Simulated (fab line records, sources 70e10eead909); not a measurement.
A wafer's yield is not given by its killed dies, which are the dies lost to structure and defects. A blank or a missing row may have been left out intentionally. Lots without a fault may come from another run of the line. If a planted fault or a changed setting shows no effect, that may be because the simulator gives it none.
fab line records	flow nand-harc
[record] lots = 7	wafers = 21	last-day = 33
route steps=1302 shown HYBRID_BOND@1238 THIN_TSV@1244
lots that met no fault: from a run of the same line without faults
start-h: hours from the record's opening day to when the first of the lot's shown wafers began	wait-h: hours elapsed since this lot's preceding step	" identical to the entry in the row above	L1.1+2: several wafers, shown together as one row	- no value, or no start given	* or withheld: withheld	< > ~ a bound
route shown NAME@n: NAME is a module with steps in the file, n the number in the route of the first one	usual: mean/standard deviation of fault-free wafers	same: alike in all rows	chamber/n: place in a boat	sites: per-site readings	_std_site: how widely they spread, as a standard deviation	_edge_site: mean of outer sites minus mean of inner sites	radius-mm: how far each site lies from the wafer's centre	mask NAME#n: copy n	behind: the most recent tool/chamber to have shaped the wafer	hold: why the lot went on hold/how many hours it stayed there/how the hold came to an end	device: whichever transistor did not switch (one of n, p or np)	end of line: the tests these same wafers got at the end of their route	for a step that has no rows: nothing shown but its recipe	killed: the dies lost at the first sort to structure and to defects; this is not the yield of the wafer	map: dies across one wafer; x = killed, . = not, _ = none there
set.NAME: the setting as run; set.NAME@STEP: as run at that earlier step	model.NAME: the simulator's own value behind a step, which no gauge read
a table for each step, a row for each wafer; lots at some steps of the route
services: a tool's chamber out of use, with start hour (start-h, from the record's first day; less than 0 if before it), hours out, and reason
[[steps]]
[step NHARC_HYBRID_BOND_PRECLEAN_01]
[recipe] time-s = 300	temp-c = 23	chemistry = DIW
[step NHARC_HYBRID_BOND_SRD_02]
[recipe] time-s = 30	temp-c = 23	dry-time-s = 20	spin-rpm = 1500
[step NHARC_HYBRID_BOND_BOND_03]
[recipe] temp-c = 25
[step NHARC_HYBRID_BOND_ANNEAL_04]
[recipe] temp-c = 300	time-s = 7200	ramp-up-c-per-min = 5	ramp-down-c-per-min = 3	idle-temp-c = 100	pressure-atm = 1
[step NHARC_HYBRID_BOND_OVL_MEAS_05]
[usual] overlay-x-nm = 1/31	overlay-y-nm = -3/33
lot.wafer	tool	chamber	start-h	wait-h	overlay-x-nm	overlay-y-nm
L152.1	overlay-01	-	560.63	0.4	16	14
L152.5	"	-	"	"	-13	-2
L152.6	"	-	"	"	1	-9
L160.1	overlay-02	-	637.68	0.4	30	-3
L160.4	"	-	"	"	38	33
L160.5	"	-	"	"	0	18
L163.1	overlay-01	-	669.85	0.4	24	0
L163.4	"	-	"	"	6	-7
L163.5	"	-	"	"	22	13
L164.1	overlay-01	-	685.44	0.4	-9	27
L164.2	"	-	"	"	-38	-28
L164.5	"	-	"	"	-62	13
L167.1	overlay-02	-	715.29	0.4	-19	10
L167.4	"	-	"	"	0	31
L167.5	"	-	"	"	18	0
L166.4	overlay-01	-	715.29	0.4	-7	-55
L166.5	"	-	"	"	36	-22
L166.6	"	-	"	"	-27	-52
L173.1	overlay-02	-	775.16	0.4	-45	28
L173.5	"	-	"	"	23	-15
L173.6	"	-	"	"	74	-30
[step NHARC_HYBRID_BOND_INSPECT_06]
[recipe] inspect-instrument = ir-void
[usual] raw-defect-count = 88/44
lot.wafer	tool	chamber	start-h	wait-h	raw-defect-count
L152.1	defect-inspect-01	-	560.68	0.0	82
L152.5	"	-	"	"	65
L152.6	"	-	"	"	67
L160.1	defect-inspect-02	-	637.73	0.0	144
L160.4	"	-	"	"	138
L160.5	"	-	"	"	149
L163.1	defect-inspect-02	-	669.90	0.0	85
L163.4	"	-	"	"	84
L163.5	"	-	"	"	109
L164.1	defect-inspect-01	-	685.50	0.0	53
L164.2	"	-	"	"	60
L164.5	"	-	"	"	54
L167.1	defect-inspect-02	-	715.34	0.0	71
L167.4	"	-	"	"	85
L167.5	"	-	"	"	82
L166.4	defect-inspect-01	-	715.35	0.1	111
L166.5	"	-	"	"	109
L166.6	"	-	"	"	131
L173.1	defect-inspect-01	-	775.21	0.0	75
L173.5	"	-	"	"	56
L173.6	"	-	"	"	65
[step NHARC_THIN_TSV_GRIND_00]
[recipe] target-thk-um = 6
[usual] motor-current-A = 11.999/0.019
lot.wafer	tool	chamber	start-h	wait-h	motor-current-A
L152.1	grinder-01	0	560.83	0.1	12.014
L152.5	"	0	"	"	12.006
L152.6	"	0	"	"	11.954
L160.1	grinder-01	0	637.88	0.1	12.008
L160.4	"	0	"	"	12.014
L160.5	"	0	"	"	11.993
L163.1	grinder-01	0	670.06	0.1	12.012
L163.4	"	0	"	"	11.993
L163.5	"	0	"	"	11.988
L164.1	grinder-01	0	686.83	1.3	12.007
L164.2	"	0	"	"	12.047
L164.5	"	0	"	"	12.051
L166.4	grinder-01	0	716.10	0.7	12.002
L166.5	"	0	"	"	11.984
L166.6	"	0	"	"	11.980
L167.1	grinder-01	0	716.70	1.4	12.005
L167.4	"	0	"	"	11.997
L167.5	"	0	"	"	11.994
L173.1	grinder-01	0	776.26	1.0	12.008
L173.5	"	0	"	"	11.990
L173.6	"	0	"	"	12.002
[step NHARC_THIN_TSV_CMP_01]
[recipe] target-thk-um = 3
[usual] edge-zone-pressure-frac = 0.999/0.0049	motor-current-A = 12.4/1.1	pad-life-wafers = 228/120	retaining-ring-pressure-frac = 1.000/0.0051
lot.wafer	tool	chamber	start-h	wait-h	edge-zone-pressure-frac	motor-current-A	pad-life-wafers	retaining-ring-pressure-frac
L152.1	cmp-02	3	562.07	1.0	0.998	10.7	139	0.998
L152.5	"	2	"	"	1.006	10.9	-	0.993
L152.6	"	3	"	"	1.002	12.0	-	1.001
L160.4	cmp-02	2	639.15	0.5	1.006	11.1	25	0.999
L160.1	"	0	"	"	1.006	10.3	27	1.011
L160.5	"	1	"	"	1.000	13.1	-	0.994
L163.1	cmp-01	3	671.30	1.0	1.004	12.1	426	1.004
L163.4	"	2	"	"	1.007	13.3	429	1.003
L163.5	"	0	"	"	1.006	12.3	-	1.001
L164.1	cmp-04	3	688.09	1.1	0.995	12.0	337	0.997
L164.2	"	0	"	"	0.997	11.3	338	0.997
L164.5	"	2	"	"	1.001	13.0	-	1.001
L166.4	cmp-02	3	716.75	0.5	0.997	11.1	343	1.004
L166.5	"	2	"	"	0.996	10.9	-	0.995
L166.6	"	3	"	"	0.996	11.5	-	1.007
L167.4	cmp-01	3	717.95	0.4	1.001	11.4	175	1.000
L167.1	"	1	"	"	1.004	14.8	177	0.997
L167.5	"	2	"	"	0.998	12.8	-	1.004
L173.1	cmp-04	3	777.54	1.1	0.997	12.8	332	1.002
L173.5	"	1	"	"	0.993	13.1	-	1.004
L173.6	"	2	"	"	1.007	14.6	-	1.000
[step NHARC_THIN_TSV_THK_MEAS_02]
[recipe] thk-meas-gauge = ir
[usual] thk-nm = 3030/200
lot.wafer	tool	chamber	start-h	wait-h	thk-nm
L152.1	film-metro-01	-	562.31	-	2949
L152.5	"	-	"	"	3022
L152.6	"	-	"	"	3061
L160.1	film-metro-02	-	639.38	-	3245
L160.4	"	-	"	"	3491
L160.5	"	-	"	"	2944
L163.1	film-metro-02	-	671.57	0.2	3258
L163.4	"	-	"	"	2906
L163.5	"	-	"	"	3503
L164.1	film-metro-01	-	688.33	-	2997
L164.2	"	-	"	"	3031
L164.5	"	-	"	"	3136
L166.4	film-metro-02	-	716.99	-	3347
L166.5	"	-	"	"	3196
L166.6	"	-	"	"	3168
L167.1	film-metro-01	-	718.18	-	3068
L167.4	"	-	"	"	3488
L167.5	"	-	"	"	2927
L173.1	film-metro-02	-	777.75	-	3131
L173.5	"	-	"	"	3223
L173.6	"	-	"	"	3352
[step NHARC_THIN_TSV_SRD_03]
[step NHARC_THIN_TSV_PRECLEAN_41]
[recipe] time-s = *	temp-c = 50	bath-age-min = 0	chemistry = SC1
[step NHARC_THIN_TSV_SRD_42]
[step NHARC_THIN_TSV_DEP_43]
[recipe] target-thk-a = 13285	temp-c = withheld	pressure-torr = 6.5	rf-w = 900	teos-flow-sccm = 161.4	flow-sccm = 2650	target-thk-nm = 1328.5	gas = O2	material = SiO2
[usual] chamber-pressure-Torr = 6.500/0.014	rf-fwd-power-W = 897.6/2.9	throttle-valve-pct = 16.3/0.43
lot.wafer	tool	chamber	start-h	wait-h	chamber-pressure-Torr	rf-fwd-power-W	throttle-valve-pct
L152.1	pecvd-04	0	562.59	-	6.478	894.4	16.9
L152.5	"	2	"	"	6.500	901.9	16.4
L152.6	"	1	"	"	6.486	902.6	16.7
L160.1	pecvd-02	2	639.69	-	6.504	901.5	16.7
L160.4	"	1	"	"	6.489	896.7	15.4
L160.5	"	2	"	"	6.514	897.7	16.6
L163.1	pecvd-02	1	671.88	-	6.468	898.7	15.5
L163.5	"	0	"	"	6.499	895.5	16.6
L163.4	"	1	"	"	6.477	900.5	15.6
L164.2	pecvd-01	2	688.55	-	-	-	-
L164.1	"	0	"	"	-	-	-
L164.5	"	0	"	"	-	-	-
L166.4	pecvd-04	1	717.34	-	-	-	-
L166.5	"	2	"	"	-	-	-
L166.6	"	0	"	"	-	-	-
L167.1	pecvd-04	2	718.45	-	-	-	-
L167.5	"	1	"	"	-	-	-
L167.4	"	0	"	"	-	-	-
L173.1	pecvd-04	1	778.08	-	6.518	898.3	16.6
L173.6	"	2	"	"	6.523	897.0	16.2
L173.5	"	0	"	"	6.482	894.8	16.2
[step NHARC_THIN_TSV_DEHYDRATE_04]
[recipe] temp-c = 150	time-s = 120
[[services]]
tool	chamber	start-h	hours	kind
pecvd-04	0	540.53	15.3	repair
cmp-04	-	549.56	1.7	repair
cmp-02	-	550.25	0.6	repair
cmp-04	-	562.40	0.7	repair
pecvd-04	0	575.94	2.7	repair
cmp-01	-	577.72	4.0	pm
cmp-02	-	578.27	49.2	repair
grinder-01	-	586.52	4.2	repair
pecvd-02	-	589.18	13.0	pm
cmp-04	-	601.07	4.0	pm
cmp-04	-	606.51	3.2	repair
pecvd-04	-	631.03	13.0	pm
cmp-01	-	637.66	2.3	repair
pecvd-02	-	646.95	0.6	repair
cmp-01	-	675.72	4.0	pm
cmp-02	-	688.80	0.6	repair
cmp-04	-	695.81	3.9	repair
grinder-01	-	698.61	2.4	repair
cmp-02	-	725.44	4.0	pm
grinder-01	-	736.00	8.0	pm
cmp-02	-	741.83	0.3	repair
cmp-02	-	748.71	5.5	repair
cmp-02	-	756.24	1.1	repair
grinder-01	-	774.72	1.5	repair
[[key]]
[first-sign] step = NHARC_THIN_TSV_DEP_43	reading = tool-record	direction = missing
effect none on later readings
met-at NHARC_THIN_TSV_DEP_43
struck-wafers L164.1,L164.2,L164.5,L166.4,L166.5,L166.6,L167.1,L167.4,L167.5
later-rows-left-out L164.1,L164.2,L164.5,L166.4,L166.5,L166.6,L167.1,L167.4,L167.5
sort-left-out L164.1,L164.2,L164.5,L166.4,L166.5,L166.6,L167.1,L167.4,L167.5
onset-between 562.59 688.55
[fault] kind = skipped-step-whole	tool = pecvd-01,pecvd-04	chamber = -	onset-h = 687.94	steps = NHARC_THIN_TSV_DEP_43	scope = struck-lots-only
// sort-left-out: the simulated sort isn't trusted on such a fault, so these wafers' sort isn't shown, and their yield isn't known
// later-rows-left-out: the simulator's readings of these wafers behind a module that went badly wrong aren't trusted and aren't shown, but for the sort
